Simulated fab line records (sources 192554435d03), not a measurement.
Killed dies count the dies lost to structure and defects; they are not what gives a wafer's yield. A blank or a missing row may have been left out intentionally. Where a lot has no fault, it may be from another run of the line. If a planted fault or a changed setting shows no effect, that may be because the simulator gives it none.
Chamber matching -- flow n5_finfet -- N5_SDB_DESCUM_16 on rie_diel-03 has 4 sister chambers
The step chemistry O2, time 7.9 s. 16 wafers are shown with their chamber, then 8 later ones without.

WAFERS WITH THEIR CHAMBER
wafer,chamber,drypump_motor_current_A (A),throttle_valve_pct (%),oes_product_au (a.u.)
L074.1,1,5.85,20.61,0.69
L074.2,3,5.45,20.55,0.94
L074.6,2,4.92,20.87,0.70
L075.2,2,4.94,20.85,0.69
L075.3,3,5.44,20.55,0.93
L075.5,3,5.45,20.55,0.92
L085.1,1,5.84,20.66,0.67
L085.2,2,4.93,20.47,0.97
L085.6,3,5.43,20.59,0.88
L090.1,2,4.94,20.48,0.93
L090.2,1,5.85,20.66,0.65
L090.4,0,5.81,19.81,0.97
L091.2,2,4.92,20.48,0.95
L091.4,1,5.84,20.66,0.67
L091.5,3,5.44,20.61,0.86
L092.1,3,5.41,20.59,0.86

SIGNATURES, as means of the wafers listed above
reading,chamber 0,chamber 1,chamber 2,chamber 3,scatter within a chamber
drypump_motor_current_A,5.8100,5.8450,4.9300,5.4367,0.0117
throttle_valve_pct,19.8100,20.6475,20.6300,20.5733,0.123
oes_product_au,0.9700,0.6700,0.8480,0.8983,0.0847
Rule: distance of a wafer from a chamber = root of the sum over the readings of ((wafer's reading minus chamber's mean) / reading's scatter) squared. If the next closest chamber is less than 2 further off than the closest, the wafer can't be placed; otherwise it belongs to the closest. How the scatter is found: for the shown wafers, subtract from each reading the mean of its chamber, square and add these, divide the total by (wafers less chambers), then take the root.

WAFERS WITH NO CHAMBER GIVEN
wafer,drypump_motor_current_A (A),throttle_valve_pct (%),oes_product_au (a.u.)
L092.2,4.94,20.47,0.94
L092.3,5.85,20.68,0.66
L093.1,5.86,20.67,0.66
L093.2,5.43,20.62,0.86
L093.4,5.83,19.85,0.95
L095.3,5.83,19.84,0.95
L095.4,5.44,20.61,0.84
L095.5,5.82,19.83,0.93

THE CHAMBER EACH PASSED THROUGH
wafer,from the rows above,in truth
L092.2,2,2
L092.3,1,1
L093.1,1,1
L093.2,3,3
L093.4,0,0
L095.3,0,0
L095.4,3,3
L095.5,0,0
Placed correctly: 8 of 8. Can't be placed from these rows: 0. Number placed wrongly: 0.
